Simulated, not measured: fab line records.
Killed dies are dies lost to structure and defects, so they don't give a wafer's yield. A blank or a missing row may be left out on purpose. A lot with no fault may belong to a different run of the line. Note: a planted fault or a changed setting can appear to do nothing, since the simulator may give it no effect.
Which of the tools did it? | flow n5 finfet | 37 wafers from 13 lots sampled at 6 of the route's 1938 steps

## WHAT EACH GAUGE READ, for each wafer
N5_BEOL_M0_SAQP_CD_MEAS_25 targets a cd of 13.1 nm.
lot  | measured     | on        | cd nm (nm)
L550 | day 5 12:11  | cd sem-02 | 12.73 12.83 12.82
L551 | day 5 18:35  | cd sem-03 | 12.84 12.73 12.54
L553 | day 6 08:47  | cd sem-03 | 12.42 12.58 12.72
L554 | day 6 12:31  | cd sem-01 | 12.73 12.96 12.64
L556 | day 7 00:13  | cd sem-03 | 13.42
L557 | day 7 07:15  | cd sem-02 | 13.03 12.56 12.98
L561 | day 8 05:43  | cd sem-01 | 12.74 12.79 12.41
L560 | day 8 11:18  | cd sem-02 | 13.03 12.77 12.43
L564 | day 9 04:16  | cd sem-01 | 12.47 12.85 12.56
L566 | day 9 12:41  | cd sem-02 | 13.11 12.91 12.54
L567 | day 9 19:03  | cd sem-01 | 12.82 12.99 12.57
L571 | day 10 19:22 | cd sem-01 | 12.42 12.84 12.89
L573 | day 11 05:27 | cd sem-03 | 12.67 12.43 13.08

N5_BEOL_M4_RC_MEAS_101.
lot  | measured     | on        | CJ_N           | CJ_P           | DIBL_N (mV/V)  | DIBL_P (mV/V)  | IOFF_N (nA/um)    | IOFF_P (nA/um)    | ION_N (uA/um) | ION_P (uA/um) | RS_NWELL (ohm/sq) | RS_PWELL (ohm/sq) | SS_N (mV/dec)  | SS_P (mV/dec)  | VT_N (mV)         | VT_P (mV)
L550 | day 8 12:31  | prober-02 | 4.22 4.28 4.19 | 5.78 5.74 6.03 | 35.0 34.5 35.7 | 36.0 34.9 36.5 | 0.147 0.134 0.149 | 0.215 0.201 0.231 | 681 671 675   | 478 469 472   | 1034 1035 1027    | 2974 3026 3000    | 70.4 71.1 71.2 | 72.5 72.2 72.7 | 248.7 251.1 250.3 | -247.8 -247.9 -247.5
L551 | day 8 12:46  | prober-01 | 4.65 4.43 4.46 | 5.83 5.76 5.86 | 36.9 34.7 35.8 | 35.7 33.8 34.9 | 0.169 0.130 0.143 | 0.195 0.173 0.187 | 674 668 673   | 459 460 456   | 1037 1038 1046    | 3045 3026 3026    | 72.0 71.6 71.6 | 73.6 72.5 73.9 | 250.0 255.9 253.5 | -252.6 -253.0 -253.9
L553 | day 8 20:49  | prober-01 | 4.21 4.33 4.34 | 5.85 5.59 5.89 | 38.0 37.3 37.5 | 35.9 34.0 34.4 | 0.154 0.138 0.139 | 0.196 0.168 0.178 | 667 668 671   | 454 448 457   | 1029 1037 1035    | 3009 2998 2981    | 71.5 71.7 71.3 | 73.9 72.9 73.1 | 250.2 249.0 252.9 | -250.9 -253.1 -254.4
L554 | day 9 10:25  | prober-02 | 4.20 4.20 4.31 | 5.65 5.95 5.74 | 34.5 35.4 37.4 | 35.0 36.9 38.7 | 0.131 0.152 0.186 | 0.171 0.188 0.217 | 666 674 685   | 456 463 463   | 1041 1043 1053    | 3032 3041 3044    | 71.5 70.7 71.4 | 72.7 74.0 73.5 | 252.6 249.2 247.3 | -254.4 -253.0 -250.4
L556 | day 10 01:23 | prober-01 | 4.97           | 4.05           | 35.0           | 35.4           | 0.118             | 0.199             | 643           | 458           | 1064              | 3116              | 71.6           | 72.6           | 256.5             | -251.5
L557 | day 10 14:56 | prober-01 | 4.31 4.42 4.41 | 6.09 5.70 5.78 | 34.6 34.5 35.4 | 35.6 34.9 36.6 | 0.142 0.141 0.153 | 0.207 0.189 0.216 | 669 669 672   | 465 454 465   | 1035 1045 1037    | 3059 2994 3000    | 71.8 71.3 71.6 | 73.1 73.5 73.7 | 251.7 252.4 249.5 | -248.8 -252.2 -251.7
L561 | day 11 22:42 | prober-02 | 4.37 4.47 4.44 | 6.16 5.91 5.97 | 33.7 34.2 36.5 | 35.3 35.4 38.1 | 0.126 0.141 0.173 | 0.196 0.199 0.238 | 657 685 681   | 457 462 470   | 1029 1037 1027    | 3034 3025 3015    | 71.5 71.2 72.2 | 73.2 73.5 73.6 | 254.5 253.0 249.7 | -250.8 -251.9 -248.4
L560 | day 11 23:56 | prober-02 | 4.22 4.11 4.22 | 5.88 5.80 5.95 | 39.0 36.5 34.7 | 39.5 36.3 33.6 | 0.212 0.155 0.127 | 0.261 0.206 0.164 | 686 664 661   | 467 463 454   | 1034 1033 1033    | 2976 2987 3016    | 72.0 71.4 70.8 | 74.4 73.7 72.8 | 245.7 248.2 253.4 | -248.4 -250.4 -255.1
L564 | day 12 07:57 | prober-02 | 4.36 4.37 4.27 | 5.92 5.84 5.56 | 38.1 35.8 36.0 | 38.3 35.9 36.6 | 0.197 0.165 0.167 | 0.275 0.225 0.232 | 691 683 679   | 467 473 468   | 1042 1032 1031    | 2999 2990 2975    | 72.3 72.1 71.6 | 74.0 73.4 73.6 | 248.2 246.7 246.9 | -244.3 -250.4 -249.3
L566 | day 13 03:16 | prober-01 | 4.24 4.36 4.32 | 5.99 6.02 5.78 | 37.0 36.8 36.0 | 36.9 36.3 35.9 | 0.184 0.175 0.165 | 0.281 0.255 0.241 | 697 691 681   | 482 478 467   | 1038 1042 1037    | 2991 3005 3009    | 71.4 71.3 71.2 | 73.5 73.3 73.2 | 244.1 244.7 248.3 | -239.9 -242.6 -243.3
L567 | day 13 06:13 | prober-01 | 4.28 4.28 4.36 | 5.72 5.86 5.72 | 35.6 34.1 35.3 | 36.0 34.9 35.9 | 0.144 0.129 0.148 | 0.184 0.170 0.184 | 664 668 673   | 457 455 451   | 1038 1041 1030    | 2981 2979 2987    | 71.3 71.5 71.0 | 73.0 73.0 73.3 | 250.2 251.5 247.9 | -255.1 -254.7 -254.9
L571 | day 15 11:11 | prober-02 | 4.32 4.41 4.39 | 5.70 5.47 5.51 | 34.5 33.6 34.5 | 36.3 33.6 35.7 | 0.150 0.121 0.142 | 0.208 0.162 0.187 | 664 659 665   | 459 449 454   | 1031 1041 1047    | 3009 3007 3003    | 70.8 70.5 70.2 | 73.9 73.1 72.9 | 246.7 250.9 249.3 | -250.5 -253.8 -254.0
L573 | day 14 15:33 | prober-01 | 4.31 4.31 4.39 | 5.93 5.77 5.78 | 34.3 33.8 34.8 | 36.0 35.2 36.4 | 0.141 0.135 0.147 | 0.198 0.188 0.205 | 673 665 668   | 466 460 463   | 1038 1037 1037    | 3016 3038 3014    | 71.7 71.2 71.6 | 73.2 73.0 73.7 | 251.4 251.8 250.1 | -252.4 -251.7 -252.6

## WHAT TOOL EACH LOT RAN ON (gives the tool, then ch and the chambers of the sampled wafers, and finally the start)
lot  | N5_BEOL_M0_SAQP_HM_DEP_111     | N5_BEOL_M0_SAQP_DESCUM_19          | N5_BEOL_M0_SAQP_SPACER1_ALD_98    | N5_BEOL_M0_SAQP_SPACER1_ETCHBACK_99
L550 | pecvd-02 ch 0,1,2, day 5 10:02 | rie diel-03 ch 1,3, day 5 10:37    | ald sin-03 ch 0,1,3, day 5 11:31  | rie diel-06 ch 1,2, day 5 11:59
L551 | pecvd-04 ch 0,1, day 5 16:20   | rie diel-06 ch 0,1,3, day 5 16:52  | ald sin-03 ch 0,3, day 5 17:55    | rie diel-02 ch 0,1,2, day 5 18:23
L553 | pecvd-02 ch 0,1, day 6 06:16   | rie diel-03 ch 0,1,3, day 6 07:11  | ald sin-02 ch 0,1,3, day 6 08:07  | rie diel-03 ch 1,2,3, day 6 08:35
L554 | pecvd-03 ch 1,2, day 6 09:31   | rie diel-02 ch 1,2,3, day 6 10:04  | ald sin-02 ch 0,2,3, day 6 11:51  | rie diel-06 ch 1,2,3, day 6 12:19
L556 | pecvd-04 ch 0, day 6 22:13     | rie diel-06 ch 0, day 6 22:37      | ald sin-02 ch 3, day 6 23:43      | rie diel-06 ch 2, day 7 00:03
L557 | pecvd-02 ch 1,2, day 7 04:52   | rie diel-03 ch 0,2,3, day 7 05:18  | ald sin-03 ch 0,1,3, day 7 06:35  | rie diel-02 ch 0,1,3, day 7 07:03
L561 | pecvd-03 ch 0,2, day 8 03:38   | rie diel-06 ch 0,1,2, day 8 04:10  | ald sin-03 ch 2,3, day 8 05:03    | rie diel-02 ch 1,3, day 8 05:32
L560 | pecvd-02 ch 0,1,2, day 8 09:11 | rie diel-06 ch 0,3, day 8 09:44    | ald sin-03 ch 0,1,2, day 8 10:38  | rie diel-06 ch 0,1,3, day 8 11:06
L564 | pecvd-03 ch 1,2, day 9 01:23   | rie diel-03 ch 0,3, day 9 01:56    | ald sin-03 ch 1,2,3, day 9 03:35  | rie diel-06 ch 0,2,3, day 9 04:04
L566 | pecvd-04 ch 0,1,2, day 9 09:50 | rie diel-06 ch 0,1,2, day 9 10:33  | ald sin-01 ch 0,1,2, day 9 12:00  | rie diel-06 ch 0,2,3, day 9 12:29
L567 | pecvd-03 ch 1,2, day 9 16:42   | rie diel-03 ch 2,3, day 9 17:29    | ald sin-03 ch 1,2,3, day 9 18:22  | rie diel-03 ch 0,1,2, day 9 18:51
L571 | pecvd-02 ch 0,1, day 10 17:01  | rie diel-03 ch 0,1,3, day 10 17:49 | ald sin-01 ch 1,2,3, day 10 18:42 | rie diel-06 ch 0,1, day 10 19:11
L573 | pecvd-03 ch 1,2, day 11 03:04  | rie diel-03 ch 0,2, day 11 03:29   | ald sin-01 ch 2,3, day 11 04:42   | rie diel-06 ch 2,3, day 11 05:15
- N5_BEOL_M0_SAQP_HM_DEP_111: deposits SiO2 from SiH4/N2O, target thk 12 nm, time 7.2 s.
- N5_BEOL_M0_SAQP_DESCUM_19: chemistry O2, time 7.9 s.
- N5_BEOL_M0_SAQP_SPACER1_ALD_98: deposits SiO2, target thk 12.8 nm, pulse time 1 s, purge time 2 s.
- N5_BEOL_M0_SAQP_SPACER1_ETCHBACK_99: etches SiO2 in CHF3/O2, target depth 15.4 nm, time 7.7 s.

## AS READ BY THE TOOLS THEMSELVES (means over the sampled wafers that have a number; for cases with no such wafer, the mark the record gives instead)
N5_BEOL_M0_SAQP_HM_DEP_111.
lot  | tool     | heater power w (W) | showerhead plenum p Torr (Torr)
L550 | pecvd-02 | 877                | 8.26
L551 | pecvd-04 | 728                | 8.02
L553 | pecvd-02 | 854                | 8.30
L554 | pecvd-03 | 932                | 8.18
L556 | pecvd-04 | 667                | 8.16
L557 | pecvd-02 | 901                | 8.29
L561 | pecvd-03 | 882                | 8.19
L560 | pecvd-02 | 864                | 8.24
L564 | pecvd-03 | 834                | 8.19
L566 | pecvd-04 | 813                | 8.05
L567 | pecvd-03 | 875                | 8.19
L571 | pecvd-02 | 814                | 8.29
L573 | pecvd-03 | 809                | 8.18

N5_BEOL_M0_SAQP_DESCUM_19.
lot  | tool        | drypump motor current A (A) | o2 flow sccm (sccm) | oes product au (a.u.) | rf vpp V (V) | showerhead plenum p Torr (Torr) | throttle valve pct (%)
L550 | rie diel-03 | 5.8                         | 225.3               | 0.82                  | 243.0        | 2.11                            | 20.36
L551 | rie diel-06 | 5.5                         | 225.4               | 0.88                  | 243.0        | 2.09                            | 20.36
L553 | rie diel-03 | 5.7                         | 225.0               | 0.83                  | 242.1        | 2.11                            | 20.41
L554 | rie diel-02 | 5.5                         | 225.7               | 0.74                  | 244.0        | 2.15                            | 20.31
L556 | rie diel-06 | 5.9                         | 226.3               | 0.94                  | 239.8        | 2.05                            | 20.37
L557 | rie diel-03 | 5.9                         | 226.3               | 0.75                  | 243.1        | 2.12                            | 20.56
L561 | rie diel-06 | 5.7                         | 225.4               | 0.80                  | 241.1        | 1.99                            | 20.50
L560 | rie diel-06 | 5.7                         | 225.4               | 0.92                  | 242.7        | 2.10                            | 20.27
L564 | rie diel-03 | 5.6                         | 225.2               | 0.76                  | 244.1        | 2.10                            | 20.54
L566 | rie diel-06 | 5.7                         | 225.1               | 0.80                  | 241.6        | 1.99                            | 20.52
L567 | rie diel-03 | 6.2                         | 224.9               | 0.71                  | 243.9        | 2.13                            | 20.65
L571 | rie diel-03 | 5.7                         | 224.6               | 0.79                  | 244.3        | 2.10                            | 20.46
L573 | rie diel-03 | 6.0                         | 225.9               | 0.71                  | 242.9        | 2.14                            | 20.68

N5_BEOL_M0_SAQP_SPACER1_ALD_98.
lot  | tool       | heater power w (W) | precursor pulse height rel | susceptor temp C (C)
L550 | ald sin-03 | 437                | 0.988                      | 299.98
L551 | ald sin-03 | 469                | 0.993                      | 299.87
L553 | ald sin-02 | 502                | 0.980                      | 299.98
L554 | ald sin-02 | 501                | 1.015                      | 299.98
L556 | ald sin-02 | 416                | 1.003                      | 282.79
L557 | ald sin-03 | 441                | 1.000                      | 299.95
L561 | ald sin-03 | 500                | 0.995                      | 299.94
L560 | ald sin-03 | 453                | 1.030                      | 300.09
L564 | ald sin-03 | 470                | 0.990                      | 299.92
L566 | ald sin-01 | 516                | 0.993                      | 300.04
L567 | ald sin-03 | 466                | 1.020                      | 299.95
L571 | ald sin-01 | 466                | 0.974                      | 299.89
L573 | ald sin-01 | 485                | 1.028                      | 299.90

N5_BEOL_M0_SAQP_SPACER1_ETCHBACK_99.
lot  | tool        | drypump motor current A (A) | mfc ar sccm (sccm) | oes product au (a.u.) | rf vpp V (V) | showerhead plenum p Torr (Torr) | throttle valve pct (%)
L550 | rie diel-06 | 5.5                         | 200.0              | 0.75                  | 527          | 2.27                            | 19.02
L551 | rie diel-02 | 5.2                         | 200.0              | 0.72                  | 528          | 2.49                            | 18.92
L553 | rie diel-03 | 5.9                         | 199.8              | 0.81                  | 530          | 2.45                            | 18.93
L554 | rie diel-06 | 5.6                         | 199.7              | 0.81                  | 528          | 2.36                            | 18.81
L556 | rie diel-06 | 6.2                         | 199.7              | 0.80                  | 525          | 2.23                            | 18.76
L557 | rie diel-02 | 5.2                         | 200.0              | 0.72                  | 525          | 2.46                            | 18.91
L561 | rie diel-02 | 5.4                         | 200.6              | 0.72                  | 525          | 2.45                            | 18.86
L560 | rie diel-06 | 5.5                         | 199.9              | 0.84                  | 529          | 2.40                            | 18.83
L564 | rie diel-06 | 5.8                         | 200.1              | 0.86                  | 528          | 2.38                            | 18.72
L566 | rie diel-06 | 5.8                         | 200.0              | 0.87                  | 527          | 2.38                            | 18.73
L567 | rie diel-03 | 5.8                         | 199.3              | 0.79                  | 530          | 2.45                            | 18.97
L571 | rie diel-06 | 5.4                         | 200.5              | 0.76                  | 528          | 2.30                            | 19.11
L573 | rie diel-06 | 5.7                         | 200.0              | 0.83                  | 529          | 2.44                            | 18.63

## THE ANSWER, worked out from the rows above alone
Rule: the lots themselves supply what counts as usual. Put in order of their means at a reading, lots are off if they are a third of the lots or fewer, leave a main group of 4 or more, and stand apart from it by a gap of 3 or more times the standard deviation of the main group's means; of several such gaps the widest counts. A main group is skipped when, at the precision printed for the reading in the tables above, its means are all equal. Also off: a lot with no number at a reading for which 4 or more lots have one. Where the step has rows for the other lots, those lots are counted as sound. Order of review: gauges by route order, followed by the tools' own readings, for which a lot's mean as printed above is used. The first step at which some lot is off is used, and at that step the reading that is off furthest; a lot without a number counts as furthest.
Off, at N5_BEOL_M0_SAQP_CD_MEAS_25 on cd nm: L556. Mean 12.73 nm and standard deviation 0.084 in the main group.
If a tool, at a process step before that reading, ran all the lots that are off and no sound lot after the first of them, it fits. The gauges at N5_BEOL_M0_SAQP_CD_MEAS_25 aren't tried: what is off there is off at N5_BEOL_M4_RC_MEAS_101 too, on other tools, and a gauge's error can't cause that. One fits: ald sin-02 at N5_BEOL_M0_SAQP_SPACER1_ALD_98. Its last sound lot is L554 (day 6 11:51), its first lot that is off L556 (day 6 23:43): a fault that began between those two fits.
The tool's own readings at N5_BEOL_M0_SAQP_SPACER1_ALD_98 bear it out: on the lots that are off they differ by more than 5 times the standard deviation of the sound lots' means. susceptor temp C reads 282.79 C there against 299.96 C on the sound lots.

## WHAT WAS PUT IN BY THE SIMULATOR
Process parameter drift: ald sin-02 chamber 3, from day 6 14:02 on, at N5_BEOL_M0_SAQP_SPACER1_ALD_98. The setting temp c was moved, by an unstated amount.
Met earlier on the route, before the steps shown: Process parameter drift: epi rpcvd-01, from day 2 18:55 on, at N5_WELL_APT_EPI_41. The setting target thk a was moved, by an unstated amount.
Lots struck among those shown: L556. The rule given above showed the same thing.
